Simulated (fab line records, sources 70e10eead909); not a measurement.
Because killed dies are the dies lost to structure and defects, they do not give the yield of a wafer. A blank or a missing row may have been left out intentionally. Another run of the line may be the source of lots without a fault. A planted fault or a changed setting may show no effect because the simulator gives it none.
fab line records || flow nandHarc
record {"lots": 6, "wafers": 18, "lastDay": 24}
route steps=1159 shown P_GATE@120 END@1159
lots with no fault: from the same line, run without faults
startH: hours from the record's opening day to when the first of the lot's shown wafers began || waitH: hours from the lot's prior step to this one || " unchanged from the row above || L1.1+2: several wafers, shown together as one row || - no value, or no start was given || * or withheld: withheld || < > ~ a bound
route shown NAME@n: a module of which the file shows steps, and the number in the route of the first || usual: mean/standard deviation of fault-free wafers || same: alike in all rows || chamber/n: place in a boat || sites: per-site readings || _std_site: the standard deviation of these || _edge_site: inner sites' mean taken away from outer sites' mean || radiusMm: for every site, how far away it sits from the centre of the wafer || mask NAME#n: copy n || behind: the most recent tool/chamber to have shaped the wafer || hold: reason for holding the lot/hours on hold/outcome of the hold || device: transistor that didn't switch, given as n, p or np || end of line: the route-end tests of the same wafers || a step with no rows: only its recipe || killed: dies that structure and defects cost at the first sort, which is not the same as the wafer's yield || map: a wafer's dies, marking killed ones x, the rest . and places with no die _
set.NAME: the setting as run; set.NAME@STEP: as run at that earlier step || model.NAME: the simulator's own value behind a step, which no gauge read
certain route steps with their lots: each step a table, each wafer a row
services: a tool's chamber out of use, with start hour (startH, from the record's first day; less than 0 if before it), hours out, and reason
## steps
# step NHARC_P_GATE_PEB_09
# recipe {"pebTempC": 118, "pebTimeS": 85}
# step NHARC_P_GATE_DEVELOP_10
# recipe {"timeS": 70}
# step NHARC_P_GATE_CD_MEAS_11
# recipe {"targetCdNm": 1640, "landingEnergyEv": 500}
# usual {"cdNm": "1639.6/2.4"}
{"lot.wafer": "L691.1", "tool": "cdSem-03", "chamber": 0, "startH": 76.22, "waitH": "-", "cdNm": 1642.5}
{"lot.wafer": "L691.4", "tool": "cdSem-03", "chamber": 0, "startH": 76.22, "waitH": "-", "cdNm": 1637.0}
{"lot.wafer": "L691.5", "tool": "cdSem-03", "chamber": 0, "startH": 76.22, "waitH": "-", "cdNm": 1636.8}
{"lot.wafer": "L694.2", "tool": "cdSem-03", "chamber": 0, "startH": 97.26, "waitH": "-", "cdNm": 1639.1}
{"lot.wafer": "L694.3", "tool": "cdSem-03", "chamber": 0, "startH": 97.26, "waitH": "-", "cdNm": 1638.6}
{"lot.wafer": "L694.5", "tool": "cdSem-03", "chamber": 0, "startH": 97.26, "waitH": "-", "cdNm": 1637.6}
{"lot.wafer": "L695.2", "tool": "cdSem-02", "chamber": 0, "startH": 102.92, "waitH": "-", "cdNm": 1640.8}
{"lot.wafer": "L695.3", "tool": "cdSem-02", "chamber": 0, "startH": 102.92, "waitH": "-", "cdNm": 1640.5}
{"lot.wafer": "L695.5", "tool": "cdSem-02", "chamber": 0, "startH": 102.92, "waitH": "-", "cdNm": 1638.0}
{"lot.wafer": "L703.3", "tool": "cdSem-02", "chamber": 0, "startH": 150.46, "waitH": "-", "cdNm": 1639.3}
{"lot.wafer": "L703.4", "tool": "cdSem-02", "chamber": 0, "startH": 150.46, "waitH": "-", "cdNm": 1640.2}
{"lot.wafer": "L703.5", "tool": "cdSem-02", "chamber": 0, "startH": 150.46, "waitH": "-", "cdNm": 1640.7}
{"lot.wafer": "L702.2", "tool": "cdSem-01", "chamber": 0, "startH": 150.62, "waitH": "-", "cdNm": 1638.6}
{"lot.wafer": "L702.3", "tool": "cdSem-01", "chamber": 0, "startH": 150.62, "waitH": "-", "cdNm": 1638.0}
{"lot.wafer": "L702.5", "tool": "cdSem-01", "chamber": 0, "startH": 150.62, "waitH": "-", "cdNm": 1639.8}
{"lot.wafer": "L706.3", "tool": "cdSem-01", "chamber": 0, "startH": 169.64, "waitH": "-", "cdNm": 1642.3}
{"lot.wafer": "L706.5", "tool": "cdSem-01", "chamber": 0, "startH": 169.64, "waitH": "-", "cdNm": 1644.3}
{"lot.wafer": "L706.6", "tool": "cdSem-01", "chamber": 0, "startH": 169.64, "waitH": "-", "cdNm": 1641.6}
# step NHARC_P_GATE_HARDBAKE_12
# recipe {"tempC": 125, "timeS": 80}
# step NHARC_P_GATE_DESCUM_13
# recipe {"timeS": 3, "o2FlowSccm": 200, "arFlowSccm": 0, "biasPowerW": 0, "chemistry": "O2"}
# usual {"drypumpMotorCurrentA": "5.8/0.46", "o2FlowSccm": "200.0/0.65", "oesProductAu": "0.998/0.0093", "rfVppV": "57.8/0.89", "showerheadPlenumPTorr": "1.91/0.089", "throttleValvePct": "11.310/0.0081"}
{"lot.wafer": "L691.4", "tool": "rieDiel-04", "chamber": 1, "startH": 76.40, "waitH": "-", "drypumpMotorCurrentA": 5.5, "o2FlowSccm": 199.9, "oesProductAu": 1.000, "rfHoursCounterH": 18, "rfVppV": 58.0, "showerheadPlenumPTorr": 2.06, "throttleValvePct": 11.312}
{"lot.wafer": "L691.1", "tool": "rieDiel-04", "chamber": 2, "startH": 76.40, "waitH": "-", "drypumpMotorCurrentA": 5.8, "o2FlowSccm": 199.0, "oesProductAu": 0.996, "rfHoursCounterH": 24, "rfVppV": 57.8, "showerheadPlenumPTorr": 1.90, "throttleValvePct": 11.306}
{"lot.wafer": "L691.5", "tool": "rieDiel-04", "chamber": 0, "startH": 76.40, "waitH": "-", "drypumpMotorCurrentA": 5.9, "o2FlowSccm": 199.4, "oesProductAu": 1.009, "rfHoursCounterH": "-", "rfVppV": 58.2, "showerheadPlenumPTorr": 1.97, "throttleValvePct": 11.312}
{"lot.wafer": "L694.3", "tool": "rieDiel-04", "chamber": 2, "startH": 97.42, "waitH": "-", "drypumpMotorCurrentA": 5.8, "o2FlowSccm": 199.5, "oesProductAu": 1.001, "rfHoursCounterH": 28, "rfVppV": 56.6, "showerheadPlenumPTorr": 1.90, "throttleValvePct": 11.320}
{"lot.wafer": "L694.2", "tool": "rieDiel-04", "chamber": 0, "startH": 97.42, "waitH": "-", "drypumpMotorCurrentA": 5.8, "o2FlowSccm": 201.0, "oesProductAu": 1.020, "rfHoursCounterH": 28, "rfVppV": 59.6, "showerheadPlenumPTorr": 1.97, "throttleValvePct": 11.305}
{"lot.wafer": "L694.5", "tool": "rieDiel-04", "chamber": 3, "startH": 97.42, "waitH": "-", "drypumpMotorCurrentA": 5.1, "o2FlowSccm": 200.3, "oesProductAu": 0.985, "rfHoursCounterH": "-", "rfVppV": 57.1, "showerheadPlenumPTorr": 1.83, "throttleValvePct": 11.325}
{"lot.wafer": "L695.3", "tool": "rieDiel-06", "chamber": 0, "startH": 103.15, "waitH": "-", "drypumpMotorCurrentA": 5.9, "o2FlowSccm": 199.8, "oesProductAu": 0.992, "rfHoursCounterH": 13, "rfVppV": 58.8, "showerheadPlenumPTorr": 1.98, "throttleValvePct": 11.311}
{"lot.wafer": "L695.2", "tool": "rieDiel-06", "chamber": 2, "startH": 103.15, "waitH": "-", "drypumpMotorCurrentA": 6.5, "o2FlowSccm": 201.2, "oesProductAu": 0.997, "rfHoursCounterH": 13, "rfVppV": 57.7, "showerheadPlenumPTorr": 1.97, "throttleValvePct": 11.298}
{"lot.wafer": "L695.5", "tool": "rieDiel-06", "chamber": 0, "startH": 103.15, "waitH": "-", "drypumpMotorCurrentA": 5.9, "o2FlowSccm": 199.5, "oesProductAu": 1.007, "rfHoursCounterH": "-", "rfVppV": 59.8, "showerheadPlenumPTorr": 1.98, "throttleValvePct": 11.318}
{"lot.wafer": "L703.4", "tool": "rieDiel-04", "chamber": 2, "startH": 150.62, "waitH": "-", "drypumpMotorCurrentA": 5.8, "o2FlowSccm": 198.7, "oesProductAu": 0.983, "rfHoursCounterH": 3, "rfVppV": 58.6, "showerheadPlenumPTorr": 1.90, "throttleValvePct": 11.316}
{"lot.wafer": "L703.3", "tool": "rieDiel-04", "chamber": 3, "startH": 150.62, "waitH": "-", "drypumpMotorCurrentA": 5.1, "o2FlowSccm": 199.9, "oesProductAu": 0.975, "rfHoursCounterH": 4, "rfVppV": 56.6, "showerheadPlenumPTorr": 1.83, "throttleValvePct": 11.307}
{"lot.wafer": "L703.5", "tool": "rieDiel-04", "chamber": 2, "startH": 150.62, "waitH": "-", "drypumpMotorCurrentA": 5.8, "o2FlowSccm": 199.9, "oesProductAu": 0.984, "rfHoursCounterH": "-", "rfVppV": 56.9, "showerheadPlenumPTorr": 1.90, "throttleValvePct": 11.322}
{"lot.wafer": "L702.3", "tool": "rieDiel-06", "chamber": 2, "startH": 150.78, "waitH": "-", "drypumpMotorCurrentA": 6.4, "o2FlowSccm": 200.0, "oesProductAu": 1.011, "rfHoursCounterH": 30, "rfVppV": 58.9, "showerheadPlenumPTorr": 1.97, "throttleValvePct": 11.303}
{"lot.wafer": "L702.2", "tool": "rieDiel-06", "chamber": 3, "startH": 150.78, "waitH": "-", "drypumpMotorCurrentA": 6.3, "o2FlowSccm": 200.1, "oesProductAu": 1.008, "rfHoursCounterH": 31, "rfVppV": 58.4, "showerheadPlenumPTorr": 1.79, "throttleValvePct": 11.299}
{"lot.wafer": "L702.5", "tool": "rieDiel-06", "chamber": 2, "startH": 150.78, "waitH": "-", "drypumpMotorCurrentA": 6.4, "o2FlowSccm": 200.9, "oesProductAu": 1.009, "rfHoursCounterH": "-", "rfVppV": 56.9, "showerheadPlenumPTorr": 1.97, "throttleValvePct": 11.310}
{"lot.wafer": "L706.3", "tool": "rieDiel-13", "chamber": 0, "startH": 169.81, "waitH": "-", "drypumpMotorCurrentA": 5.7, "o2FlowSccm": 200.7, "oesProductAu": 0.984, "rfHoursCounterH": 21, "rfVppV": 58.2, "showerheadPlenumPTorr": 1.95, "throttleValvePct": 11.303}
{"lot.wafer": "L706.6", "tool": "rieDiel-13", "chamber": 3, "startH": 169.81, "waitH": "-", "drypumpMotorCurrentA": 5.4, "o2FlowSccm": 199.4, "oesProductAu": 0.996, "rfHoursCounterH": "-", "rfVppV": 56.1, "showerheadPlenumPTorr": 1.79, "throttleValvePct": 11.305}
{"lot.wafer": "L706.5", "tool": "rieDiel-13", "chamber": 0, "startH": 169.81, "waitH": "-", "drypumpMotorCurrentA": 5.7, "o2FlowSccm": 200.0, "oesProductAu": 0.993, "rfHoursCounterH": "-", "rfVppV": 58.4, "showerheadPlenumPTorr": 1.96, "throttleValvePct": 11.326}
# step NHARC_P_GATE_ETCH_14
# recipe {"targetDepthA": 488, "chemistry": "dHF", "material": "SiO2"}
# step NHARC_P_GATE_STRIP_15
# recipe {"timeS": 780, "tempC": 130, "chemistry": "SPM"}
# step NHARC_P_GATE_PRECLEAN_71
# recipe {"timeS": "*", "tempC": 50, "bathAgeMin": 0, "chemistry": "SC1"}
# step NHARC_P_GATE_SRD_72
# step NHARC_P_GATE_OXIDE_16
# recipe {"targetThkA": 30, "tempC": 875, "oxTimeS": 392, "material": "SiO2"}
# step NHARC_P_GATE_CVD_17
# recipe {"targetThkA": 1500, "tempC": 620, "timeS": 900, "material": "poly-Si"}
# step NHARC_P_GATE_HM_DEP_102
# recipe {"targetThkA": 1200, "tempC": 400, "material": "aC"}
# usual {"throttleValvePct": "35.002/0.0089"}
{"lot.wafer": "L691.1", "tool": "aclDep-03", "chamber": 0, "startH": 90.93, "waitH": 2.6, "throttleValvePct": 35.002}
{"lot.wafer": "L691.4", "tool": "aclDep-03", "chamber": 0, "startH": 90.93, "waitH": 2.6, "throttleValvePct": 34.995}
{"lot.wafer": "L691.5", "tool": "aclDep-03", "chamber": 0, "startH": 90.93, "waitH": 2.6, "throttleValvePct": 35.001}
{"lot.wafer": "L694.2", "tool": "aclDep-01", "chamber": 0, "startH": 112.04, "waitH": 2.7, "throttleValvePct": 34.991}
{"lot.wafer": "L694.3", "tool": "aclDep-01", "chamber": 0, "startH": 112.04, "waitH": 2.7, "throttleValvePct": 35.006}
{"lot.wafer": "L694.5", "tool": "aclDep-01", "chamber": 0, "startH": 112.04, "waitH": 2.7, "throttleValvePct": 34.999}
{"lot.wafer": "L695.2", "tool": "aclDep-02", "chamber": 0, "startH": 117.23, "waitH": 2.5, "throttleValvePct": 34.992}
{"lot.wafer": "L695.3", "tool": "aclDep-02", "chamber": 0, "startH": 117.23, "waitH": 2.5, "throttleValvePct": 34.993}
{"lot.wafer": "L695.5", "tool": "aclDep-02", "chamber": 0, "startH": 117.23, "waitH": 2.5, "throttleValvePct": 34.995}
{"lot.wafer": "L703.3", "tool": "aclDep-03", "chamber": 0, "startH": 162.78, "waitH": 0.6, "throttleValvePct": 35.010}
{"lot.wafer": "L703.4", "tool": "aclDep-03", "chamber": 0, "startH": 162.78, "waitH": 0.6, "throttleValvePct": 34.989}
{"lot.wafer": "L703.5", "tool": "aclDep-03", "chamber": 0, "startH": 162.78, "waitH": 0.6, "throttleValvePct": 34.999}
{"lot.wafer": "L702.2", "tool": "aclDep-02", "chamber": 0, "startH": 163.38, "waitH": 1.2, "throttleValvePct": 35.012}
{"lot.wafer": "L702.3", "tool": "aclDep-02", "chamber": 0, "startH": 163.38, "waitH": 1.2, "throttleValvePct": 35.003}
{"lot.wafer": "L702.5", "tool": "aclDep-02", "chamber": 0, "startH": 163.38, "waitH": 1.2, "throttleValvePct": 35.002}
{"lot.wafer": "L706.3", "tool": "aclDep-03", "chamber": 0, "startH": 184.23, "waitH": 0.6, "throttleValvePct": 34.998}
{"lot.wafer": "L706.5", "tool": "aclDep-03", "chamber": 0, "startH": 184.23, "waitH": 0.6, "throttleValvePct": 35.007}
{"lot.wafer": "L706.6", "tool": "aclDep-03", "chamber": 0, "startH": 184.23, "waitH": 0.6, "throttleValvePct": 34.993}
# step NHARC_P_GATE_DEP_103
# recipe {"targetThkA": 300, "targetThkNm": 30, "tempC": 400, "flowSccm": 200, "rfW": 350, "material": "SiON"}
# usual {"heaterPowerW": "744/130"}
{"lot.wafer": "L691.1", "tool": "pecvd-01", "chamber": 0, "startH": 91.67, "waitH": 0.6, "heaterPowerW": 702}
{"lot.wafer": "L691.4", "tool": "pecvd-01", "chamber": 1, "startH": 91.67, "waitH": 0.6, "heaterPowerW": 606}
{"lot.wafer": "L691.5", "tool": "pecvd-01", "chamber": 2, "startH": 91.67, "waitH": 0.6, "heaterPowerW": 915}
{"lot.wafer": "L694.2", "tool": "pecvd-01", "chamber": 2, "startH": 112.58, "waitH": 0.4, "heaterPowerW": 896}
{"lot.wafer": "L694.3", "tool": "pecvd-01", "chamber": 0, "startH": 112.58, "waitH": 0.4, "heaterPowerW": 776}
{"lot.wafer": "L694.5", "tool": "pecvd-01", "chamber": 1, "startH": 112.58, "waitH": 0.4, "heaterPowerW": 617}
{"lot.wafer": "L694.2", "tool": "pecvd-01", "chamber": 2, "startH": 113.26, "waitH": 0.6, "heaterPowerW": 898}
{"lot.wafer": "L694.3", "tool": "pecvd-01", "chamber": 0, "startH": 113.26, "waitH": 0.6, "heaterPowerW": 789}
{"lot.wafer": "L694.5", "tool": "pecvd-01", "chamber": 1, "startH": 113.26, "waitH": 0.6, "heaterPowerW": 607}
{"lot.wafer": "L695.2", "tool": "pecvd-01", "chamber": 2, "startH": 117.79, "waitH": 0.5, "heaterPowerW": 743}
{"lot.wafer": "L695.3", "tool": "pecvd-01", "chamber": 1, "startH": 117.79, "waitH": 0.5, "heaterPowerW": 636}
{"lot.wafer": "L695.5", "tool": "pecvd-01", "chamber": 1, "startH": 117.79, "waitH": 0.5, "heaterPowerW": 643}
{"lot.wafer": "L703.3", "tool": "pecvd-01", "chamber": 0, "startH": 163.26, "waitH": 0.4, "heaterPowerW": 789}
{"lot.wafer": "L703.5", "tool": "pecvd-01", "chamber": 2, "startH": 163.26, "waitH": 0.4, "heaterPowerW": 895}
{"lot.wafer": "L703.4", "tool": "pecvd-01", "chamber": 0, "startH": 163.26, "waitH": 0.4, "heaterPowerW": 767}
{"lot.wafer": "L703.3", "tool": "pecvd-01", "chamber": 0, "startH": 163.87, "waitH": 0.6, "heaterPowerW": 749}
{"lot.wafer": "L703.5", "tool": "pecvd-01", "chamber": 2, "startH": 163.87, "waitH": 0.6, "heaterPowerW": 887}
{"lot.wafer": "L703.4", "tool": "pecvd-01", "chamber": 0, "startH": 163.87, "waitH": 0.6, "heaterPowerW": 747}
{"lot.wafer": "L702.3", "tool": "pecvd-01", "chamber": 0, "startH": 164.07, "waitH": 0.5, "heaterPowerW": 778}
{"lot.wafer": "L702.2", "tool": "pecvd-01", "chamber": 1, "startH": 164.07, "waitH": 0.5, "heaterPowerW": 625}
{"lot.wafer": "L702.5", "tool": "pecvd-01", "chamber": 1, "startH": 164.07, "waitH": 0.5, "heaterPowerW": 625}
{"lot.wafer": "L706.3", "tool": "pecvd-03", "chamber": 1, "startH": 184.73, "waitH": 0.4, "heaterPowerW": 677}
{"lot.wafer": "L706.5", "tool": "pecvd-03", "chamber": 2, "startH": 184.73, "waitH": 0.4, "heaterPowerW": 746}
{"lot.wafer": "L706.6", "tool": "pecvd-03", "chamber": 1, "startH": 184.73, "waitH": 0.4, "heaterPowerW": 671}
# step NHARC_P_GATE_DEHYDRATE_18
# recipe {"tempC": 150, "timeS": 120}
# step NHARC_END_SORT_01
# recipe {"tempC": 25}
# usual {"killedAtArray": "26/11", "killedAtOther": "0.4/0.78", "killedAtPeriphery": "3.4/2.4", "killedDies": "29/11", "killedOpen": "3.1/1.9", "killedShort": "1.9/1.4"}
# same {"grossDies": 677}
{"lot.wafer": "L703.3", "tool": "prober-01", "chamber": 0, "startH": 566.78, "waitH": 3.0, "killedAtArray": 41, "killedAtOther": 1, "killedAtPeriphery": 2, "killedDies": 44, "killedOpen": 2, "killedShort": 1}
{"lot.wafer": "L703.4", "tool": "prober-01", "chamber": 0, "startH": 567.57, "waitH": 3.3, "killedAtArray": 33, "killedAtOther": 3, "killedAtPeriphery": 6, "killedDies": 42, "killedOpen": 3, "killedShort": 2}
{"lot.wafer": "L703.5", "tool": "prober-01", "chamber": 0, "startH": 568.36, "waitH": 3.7, "killedAtArray": 31, "killedAtOther": 4, "killedAtPeriphery": 5, "killedDies": 40, "killedOpen": 0, "killedShort": 2}
{"lot.wafer": "L702.2", "tool": "prober-02", "chamber": 0, "startH": 568.78, "waitH": 2.8, "killedAtArray": 20, "killedAtOther": 3, "killedAtPeriphery": 8, "killedDies": 31, "killedOpen": 4, "killedShort": 3}
{"lot.wafer": "L702.3", "tool": "prober-02", "chamber": 0, "startH": 569.59, "waitH": 3.1, "killedAtArray": 19, "killedAtOther": 1, "killedAtPeriphery": 12, "killedDies": 32, "killedOpen": 2, "killedShort": 1}
{"lot.wafer": "L702.5", "tool": "prober-02", "chamber": 0, "startH": 571.22, "waitH": 3.8, "killedAtArray": 21, "killedAtOther": 0, "killedAtPeriphery": 6, "killedDies": 27, "killedOpen": 10, "killedShort": 2}
# killed by level:class
L703.3 A_CHANNEL_HOLE_D1:chamberFilmFlake=25 A_SLIT:chamberFilmFlake=7 A_SGD_CUT:chamberFilmFlake=4 A_CONTACT:chamberFilmFlake=2 P_M0:geometricParticle:open=1 A_SOURCE_PLATE:geometricParticle:short=1 A_WL_FILL:geometricParticle:open=1 P_GATE:chamberFilmFlake=1
L703.4 A_SLIT:chamberFilmFlake=14 A_CHANNEL_HOLE_D1:chamberFilmFlake=10 A_CONTACT:chamberFilmFlake=5 HYBRID_BOND:chamberFilmFlake=3 P_M0:geometricParticle:short=2 A_WL_FILL:chamberFilmFlake=2 P_M0:geometricParticle:open=1 A_CONTACT:geometricParticle:open=1
L703.5 A_CHANNEL_HOLE_D1:chamberFilmFlake=13 A_SLIT:chamberFilmFlake=7 A_CONTACT:chamberFilmFlake=6 P_ZERO_WELL:chamberFilmFlake=3 HYBRID_BOND:chamberFilmFlake=3 P_GATE:chamberFilmFlake=2 A_SGD_CUT:chamberFilmFlake=2 A_SGD_CUT:geometricParticle:short=1
L702.2 A_STAIRCASE:chamberFilmFlake=9 A_CHANNEL_HOLE_D1:chamberFilmFlake=4 A_WL_FILL:chamberFilmFlake=3 P_ZERO_WELL:chamberFilmFlake=2 THIN_TSV:chamberFilmFlake=2 P_M0:chamberFilmFlake=2 P_GATE:geometricParticle:open=1 P_M0:geometricParticle:open=1
L702.3 P_ZERO_WELL:chamberFilmFlake=5 A_STAIRCASE:chamberFilmFlake=5 A_CHANNEL_HOLE_D1:chamberFilmFlake=4 A_CONTACT:chamberFilmFlake=4 P_STI:chamberFilmFlake=3 P_M1:chamberFilmFlake=2 A_SLIT:chamberFilmFlake=2 A_WL_FILL:chamberFilmFlake=2
L702.5 A_STAIRCASE:chamberFilmFlake=5 A_CONTACT:geometricParticle:open=3 A_CHANNEL_HOLE_D1:chamberFilmFlake=3 A_CHANNEL_FILL_D1:geometricParticle:open=2 A_CONTACT:chamberFilmFlake=2 P_CONTACT:geometricParticle:open=1 P_M1:geometricParticle:open=1 A_STAIRCASE:geometricParticle:open=1
## services
{"tool": "pecvd-01", "chamber": "-", "startH": 56.14, "hours": 13.0, "kind": "pm"}
{"tool": "pecvd-01", "chamber": 0, "startH": 56.14, "hours": 13.0, "kind": "ventCycle"}
{"tool": "pecvd-01", "chamber": 1, "startH": 56.14, "hours": 13.0, "kind": "ventCycle"}
{"tool": "pecvd-01", "chamber": 2, "startH": 56.14, "hours": 13.0, "kind": "ventCycle"}
{"tool": "rieDiel-06", "chamber": "-", "startH": 64.27, "hours": 9.0, "kind": "pm"}
{"tool": "rieDiel-04", "chamber": 0, "startH": 66.53, "hours": "-", "kind": "clean"}
{"tool": "rieDiel-04", "chamber": 1, "startH": 66.53, "hours": "-", "kind": "clean"}
{"tool": "rieDiel-04", "chamber": 2, "startH": 66.53, "hours": "-", "kind": "clean"}
{"tool": "rieDiel-04", "chamber": 3, "startH": 66.53, "hours": "-", "kind": "clean"}
{"tool": "pecvd-01", "chamber": 0, "startH": 69.14, "hours": "-", "kind": "clean"}
{"tool": "pecvd-01", "chamber": 1, "startH": 69.14, "hours": "-", "kind": "clean"}
{"tool": "pecvd-01", "chamber": 2, "startH": 69.14, "hours": "-", "kind": "clean"}
{"tool": "rieDiel-06", "chamber": 1, "startH": 79.75, "hours": 8.4, "kind": "repair"}
{"tool": "aclDep-03", "chamber": "-", "startH": 89.99, "hours": 0.2, "kind": "repair"}
{"tool": "rieDiel-04", "chamber": 0, "startH": 91.03, "hours": "-", "kind": "clean"}
{"tool": "rieDiel-04", "chamber": 1, "startH": 91.03, "hours": "-", "kind": "clean"}
{"tool": "rieDiel-04", "chamber": 2, "startH": 91.03, "hours": "-", "kind": "clean"}
{"tool": "pecvd-01", "chamber": 1, "startH": 94.93, "hours": 4.9, "kind": "repair"}
{"tool": "rieDiel-13", "chamber": "-", "startH": 99.08, "hours": 9.0, "kind": "pm"}
{"tool": "pecvd-03", "chamber": "-", "startH": 111.09, "hours": 13.0, "kind": "pm"}
{"tool": "rieDiel-04", "chamber": "-", "startH": 112.00, "hours": 9.0, "kind": "pm"}
{"tool": "aclDep-01", "chamber": "-", "startH": 112.56, "hours": 13.0, "kind": "pm"}
{"tool": "pecvd-01", "chamber": 2, "startH": 123.60, "hours": 4.8, "kind": "repair"}
{"tool": "aclDep-02", "chamber": "-", "startH": 169.28, "hours": 13.0, "kind": "pm"}
## key
firstSign {"step": "NHARC_P_GATE_DEP_103", "reading": "visit", "direction": "added"}
effect none on later readings
metAt NHARC_P_GATE_DEP_103
struckWafers L694.2,L694.3,L694.5,L703.3,L703.4,L703.5
testerLeftOut L694,L703
fault {"kind": "repeatedStepWhole", "tool": "pecvd-01,pecvd-03,pecvd-04", "chamber": "-", "onsetH": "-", "steps": "NHARC_P_GATE_DEP_103", "times": 1, "scope": "struckLotsOnly"}
# testerLeftOut: of these lots the tester's yield and bins aren't shown, on N5 and GAA mostly nor the transistor test; their killed dies are dies lost to structure and defects alone, not to doping, threshold or leakage, so they don't give the yield
